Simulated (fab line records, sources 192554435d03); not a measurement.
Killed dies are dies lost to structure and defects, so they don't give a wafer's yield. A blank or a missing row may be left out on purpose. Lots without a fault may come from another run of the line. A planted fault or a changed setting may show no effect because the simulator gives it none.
fab line records | flow n5_finfet | part 2 of 2: steps 5 to 6 of 6
record lots=24 wafers=72 last_day=18
route steps=1938 shown SD_EPI_P@312 ILD0@338 SDB@375 HKMG_FIN@387
lots that met no fault: from a run of the same line without faults
start_h: hours from the record's first day to the start of the lot's first wafer shown | wait_h: hours since the lot's step before | " the same as in the row above | L1.1+2: a row that stands for several wafers | - no value, or no start given | * or withheld: withheld | < > ~ a bound
route shown NAME@n: a module of which the file shows steps, and the number in the route of the first | usual: mean/standard deviation of fault-free wafers | same: alike in all rows | chamber/n: place in a boat | sites: the reading at each site | _std_site: their standard deviation | _edge_site: outer sites' mean less inner sites' | radius_mm: how far each site lies from the wafer's centre | mask NAME#n: copy n | behind: the tool/chamber that last shaped the wafer | hold: why the lot was held/for how many hours/how that ended | device: the transistor (n, p or np) that didn't switch | end of line: the same wafers' tests at the end of the route | a step without rows: its recipe alone | killed: dies lost to structure and defects at the first sort, not the wafer's yield | map: a wafer's dies, x killed, . not, _ none there
set.NAME: the setting as run; set.NAME@STEP: as run at that earlier step | model.NAME: the simulator's own value behind a step, which no gauge read
steps of the route over a sample of lots; a table a step, a row a wafer
services: from which hour (start_h, from the record's first day; less than 0 if before it) a tool's chamber was out of use, for how many hours, and why
## steps
# step N5_HKMG_FIN_OVL_MEAS_50
# recipe points_per_wafer=44
# usual NDIPOLE_OVL=0.3/0.97
# columns lot.wafer tool chamber start_h wait_h NDIPOLE_OVL[nm]
L074.3 overlay-02 0 72.56 0.0 0.2
L074.4 " 0 " " 0.0
L074.5 " 0 " " 0.3
L075.1 overlay-01 0 80.62 0.0 2.2
L075.2 " 0 " " -0.8
L075.5 " 0 " " 1.4
L076.2 overlay-02 0 83.14 0.0 0.4
L076.3 " 0 " " 1.3
L076.4 " 0 " " 1.8
L077.1 overlay-02 0 93.40 0.0 0.3
L077.3 " 0 " " 1.2
L077.4 " 0 " " 1.7
L079.2 overlay-02 0 101.61 0.0 0.8
L079.4 " 0 " " 0.9
L079.6 " 0 " " 0.1
L078.1 overlay-02 0 103.92 0.0 -0.3
L078.2 " 0 " " 0.0
L078.5 " 0 " " 0.2
L080.1 overlay-02 0 110.93 0.0 -0.2
L080.2 " 0 " " -0.9
L080.4 " 0 " " -0.8
L081.1 overlay-01 0 116.94 0.0 -0.2
L081.3 " 0 " " -0.9
L081.6 " 0 " " 0.2
L082.1 overlay-02 0 125.85 0.0 0.7
L082.3 " 0 " " 1.0
L082.5 " 0 " " 0.5
L083.1 overlay-01 0 127.19 0.0 -0.5
L083.3 " 0 " " -0.3
L083.4 " 0 " " 0.5
L084.1 overlay-01 0 134.56 0.0 1.9
L084.3 " 0 " " 1.3
L084.6 " 0 " " 2.1
L085.3 overlay-01 0 140.80 0.0 -0.3
L085.4 " 0 " " -0.5
L085.5 " 0 " " -0.9
L086.4 overlay-02 0 149.74 0.0 -1.8
L086.5 " 0 " " -0.8
L086.6 " 0 " " -1.2
L087.1 overlay-01 0 150.97 0.0 -0.6
L087.2 " 0 " " 1.1
L087.5 " 0 " " -0.8
L088.2 overlay-01 0 159.06 0.0 1.7
L088.4 " 0 " " 1.5
L088.5 " 0 " " -0.8
L089.1 overlay-02 0 163.78 0.0 1.0
L089.5 " 0 " " 0.6
L089.6 " 0 " " 0.5
L090.1 overlay-02 0 172.68 0.0 -0.3
L090.2 " 0 " " 0.1
L090.5 " 0 " " -0.9
L091.2 overlay-01 0 176.46 0.0 0.2
L091.3 " 0 " " 0.4
L091.6 " 0 " " 0.8
L092.1 overlay-02 0 181.21 0.0 -0.7
L092.3 " 0 " " -1.0
L092.4 " 0 " " -0.6
L093.3 overlay-02 0 191.10 0.0 1.1
L093.5 " 0 " " 0.1
L093.6 " 0 " " 1.5
L094.1 overlay-01 0 192.91 0.0 0.9
L094.2 " 0 " " 0.7
L094.6 " 0 " " -0.2
L095.2 overlay-02 0 202.33 0.0 -0.3
L095.3 " 0 " " -1.0
L095.5 " 0 " " -0.6
L096.1 overlay-02 0 205.62 0.0 1.0
L096.2 " 0 " " -0.1
L096.4 " 0 " " -0.2
L097.1 overlay-02 0 212.31 0.0 -1.4
L097.4 " 0 " " -0.7
L097.6 " 0 " " -1.1
# step N5_HKMG_FIN_STRIP_93
# recipe chemistry=N2/H2 material=SOC time_s=20 power_w=500 temp_c=40 pressure_mtorr=50 rf_frequency_hz=6e+07 bias_power_w=8 h2_frac=0.5 n2_flow_sccm=300 h2_flow_sccm=300
# usual drypump_motor_current_A=5.9/0.35 n2_flow_sccm=300.1/0.95 oes_product_au=0.79/0.1 rf_vpp_V=54.1/0.86 showerhead_plenum_p_Torr=3.33/0.15 temp_c=40.00/0.11 throttle_valve_pct=19.1/0.31
# columns lot.wafer tool chamber start_h wait_h drypump_motor_current_A n2_flow_sccm oes_product_au rf_hours_counter_h rf_vpp_V showerhead_plenum_p_Torr temp_c throttle_valve_pct
L074.3 rie_diel-06 2 73.34 0.2 6.3 301.3 0.71 210 52.7 3.33 39.74 19.2
L074.4 " 0 " " 5.8 300.4 0.87 57 53.8 3.27 39.88 18.8
L074.5 " 0 " " 5.8 301.0 0.88 - 53.5 3.27 40.01 18.8
L075.1 rie_diel-03 2 81.41 0.2 6.1 300.1 0.77 129 54.2 3.12 39.94 19.1
L075.2 " 1 " " 5.9 298.3 0.70 226 56.0 3.46 39.97 19.7
L075.5 " 2 " " 6.2 298.4 0.78 - 53.3 3.12 39.99 19.1
L076.2 rie_diel-03 0 83.92 0.2 5.6 298.7 0.73 182 53.7 3.34 39.96 18.8
L076.3 " 2 " " 6.1 301.2 0.77 129 54.6 3.12 40.08 19.1
L076.4 " 0 " " 5.6 298.5 0.73 - 52.6 3.34 40.05 18.7
L077.1 rie_diel-03 1 94.19 0.2 5.9 300.8 0.69 230 54.9 3.46 40.01 19.6
L077.3 " 0 " " 5.6 300.0 0.73 186 54.6 3.34 39.97 18.8
L077.4 " 3 " " 6.2 299.7 0.81 81 53.1 3.54 40.02 18.9
L079.2 rie_diel-05 1 102.50 0.2 5.9 299.7 0.70 187 53.7 3.20 39.96 18.5
L079.4 " 3 " " 5.9 300.7 0.70 242 54.3 3.18 40.14 18.7
L079.6 " 3 " " 5.8 300.7 0.70 - 53.3 3.18 40.05 18.7
L078.1 rie_diel-03 2 104.70 0.2 6.2 300.1 0.77 136 53.4 3.12 40.15 19.1
L078.2 " 3 " " 6.1 300.8 0.81 84 53.6 3.53 40.09 18.9
L078.5 " 1 " " 5.9 300.4 0.68 - 54.0 3.46 39.92 19.7
L080.1 rie_diel-05 2 111.71 0.2 5.4 300.4 0.69 251 51.5 3.17 39.84 19.0
L080.2 " 3 " " 5.8 299.6 0.69 245 54.5 3.18 39.97 18.7
L080.4 " 1 " " 5.9 300.3 0.70 190 53.7 3.20 39.92 18.6
L081.1 rie_diel-06 1 117.73 0.2 5.4 300.4 1.00 2 53.0 3.58 39.93 19.4
L081.3 " 0 " " 5.8 299.3 0.85 73 53.8 3.26 39.83 18.8
L081.6 " 0 " " 5.8 300.0 0.85 - 53.4 3.26 39.89 18.8
L082.1 rie_diel-03 0 127.43 0.2 5.5 298.6 0.73 200 54.0 3.33 40.00 18.8
L082.3 " 3 " " 6.1 299.9 0.81 91 53.7 3.53 40.11 18.9
L082.5 " 1 " " 5.9 300.1 0.69 - 53.6 3.45 39.87 19.7
L083.1 rie_diel-06 0 129.44 0.2 5.8 299.5 0.84 81 53.1 3.26 39.93 18.8
L083.3 " 3 " " 6.4 299.5 0.69 243 54.2 3.32 39.97 19.3
L083.4 " 1 " " 5.4 299.1 0.96 9 53.3 3.57 40.10 19.4
L084.1 rie_diel-05 2 135.44 0.2 5.4 298.8 0.99 2 56.5 3.58 39.96 18.6
L084.3 " 3 " " 5.8 300.4 0.69 250 54.8 3.18 39.89 18.7
L084.6 " 2 " " 5.4 300.4 1.01 - 55.4 3.58 40.06 18.6
L085.3 rie_diel-06 2 141.58 0.2 6.3 298.9 0.69 240 53.4 3.32 40.08 19.3
L085.4 " 3 " " 6.5 299.2 0.69 249 53.9 3.32 40.03 19.3
L085.5 " 0 " " 5.8 299.3 0.84 - 55.4 3.26 40.09 18.8
L086.4 rie_diel-06 0 150.55 0.0 5.8 300.0 0.83 - 53.0 3.25 40.11 18.8
L086.5 " 2 " " 6.3 300.2 0.69 - 55.6 3.31 40.06 19.3
L086.6 " 1 " " 5.4 300.7 0.93 - 55.0 3.57 40.03 19.4
L087.1 rie_diel-03 2 152.12 0.2 6.2 299.5 0.76 158 54.9 3.10 40.13 19.1
L087.2 " 3 " " 6.2 299.9 0.78 104 54.7 3.52 39.77 18.9
L087.5 " 2 " " 6.2 300.4 0.75 - 54.7 3.10 40.05 19.1
L088.2 rie_diel-06 1 161.14 0.2 5.4 300.4 0.92 28 53.6 3.56 39.93 19.4
L088.4 " 3 " " 6.5 299.6 0.94 - 53.9 3.31 40.02 18.9
L088.5 " 1 " " 5.4 300.3 0.92 - 54.2 3.56 40.02 19.4
L089.1 rie_diel-06 1 165.74 0.2 5.4 298.2 0.91 31 53.3 3.56 39.85 19.4
L089.5 " 3 " " 6.5 299.1 0.94 - 54.4 3.31 39.94 18.9
L089.6 " 0 " " 5.8 301.7 0.82 - 54.1 3.25 40.01 18.8
L090.1 rie_diel-06 3 174.06 0.2 6.5 300.2 0.91 14 53.9 3.31 40.03 18.9
L090.2 " 1 " " 5.4 298.8 0.89 37 56.0 3.56 39.95 19.4
L090.5 " 1 " " 5.4 299.9 0.90 - 53.2 3.56 39.91 19.4
L091.2 rie_diel-03 3 177.25 0.2 6.2 298.8 0.77 117 53.6 3.52 40.08 19.0
L091.3 " 2 " " 6.1 301.0 0.74 171 52.4 3.10 40.03 19.2
L091.6 " 0 " " 5.5 299.4 0.70 - 53.5 3.32 39.92 18.8
L092.1 rie_diel-05 0 182.00 0.2 5.3 300.8 0.71 218 54.0 3.19 39.74 19.6
L092.3 " 3 " " 5.8 300.5 0.69 251 54.0 3.18 40.07 18.7
L092.4 " 1 " " 6.0 300.4 0.69 - 54.3 3.20 39.93 18.6
L093.3 rie_diel-03 1 191.89 0.2 5.9 299.6 0.94 16 55.1 3.44 39.74 19.3
L093.5 " 1 " " 5.9 300.7 0.95 - 54.9 3.44 39.97 19.3
L093.6 " 2 " " 6.2 300.5 0.73 - 54.1 3.10 39.96 19.2
L094.1 rie_diel-03 2 193.70 0.2 6.2 300.0 0.73 177 53.6 3.10 39.77 19.2
L094.2 " 0 " " 5.6 298.9 0.70 232 54.4 3.32 40.22 18.9
L094.6 " 0 " " 5.6 298.7 0.70 - 53.9 3.32 40.04 18.8
L095.2 rie_diel-06 3 203.11 0.2 6.5 300.3 0.89 24 54.8 3.30 39.85 18.9
L095.3 " 1 " " 5.4 301.8 0.87 47 55.9 3.55 40.06 19.4
L095.5 " 2 " " 6.3 299.0 0.96 - 54.4 3.30 39.84 18.9
L096.1 rie_diel-06 1 206.40 0.2 5.4 299.9 0.89 48 55.9 3.55 40.18 19.4
L096.2 " 2 " " 6.3 300.3 0.96 13 53.9 3.30 40.09 18.9
L096.4 " 0 " " 5.8 300.9 0.80 115 53.2 3.24 39.94 18.9
L097.1 rie_diel-03 2 213.23 0.2 6.2 300.0 0.73 186 53.3 3.09 39.98 19.2
L097.4 " 2 " " 6.2 300.4 0.74 - 54.4 3.09 40.03 19.2
L097.6 " 0 " " 5.5 302.1 0.71 - 53.5 3.31 39.99 18.9
## services
# columns tool chamber start_h hours kind
rie_diel-02 - 35.76 2.0 repair
cmp-03 - 47.75 1.2 repair
rie_diel-05 - 47.80 1.1 repair
rie_diel-04 0 49.89 8.4 repair
rie_diel-02 1 50.78 2.9 repair
cmp-02 - 52.81 6.3 pm
rie_diel-03 3 54.33 32.3 repair
cmp-03 - 84.90 0.5 repair
rie_diel-01 1 93.05 9.4 repair
rie_diel-02 - 94.98 2.8 pm
rie_diel-02 3 98.87 7.9 repair
cmp-02 - 101.97 2.8 repair
cmp-02 - 109.63 1.5 repair
rie_diel-05 - 117.79 14.6 pm
cmp-01 - 123.11 4.0 pm
cmp-03 - 124.93 8.8 repair
rie_diel-04 - 128.58 28.1 pm
cmp-01 - 129.59 1.2 repair
rie_diel-06 0 131.83 6.3 repair
cmp-03 - 140.06 5.0 pm
cmp-02 - 141.17 2.8 pm
rie_diel-03 0 160.20 1.9 repair
cmp-02 - 183.58 4.0 pm
rie_diel-01 - 196.89 8.3 repair
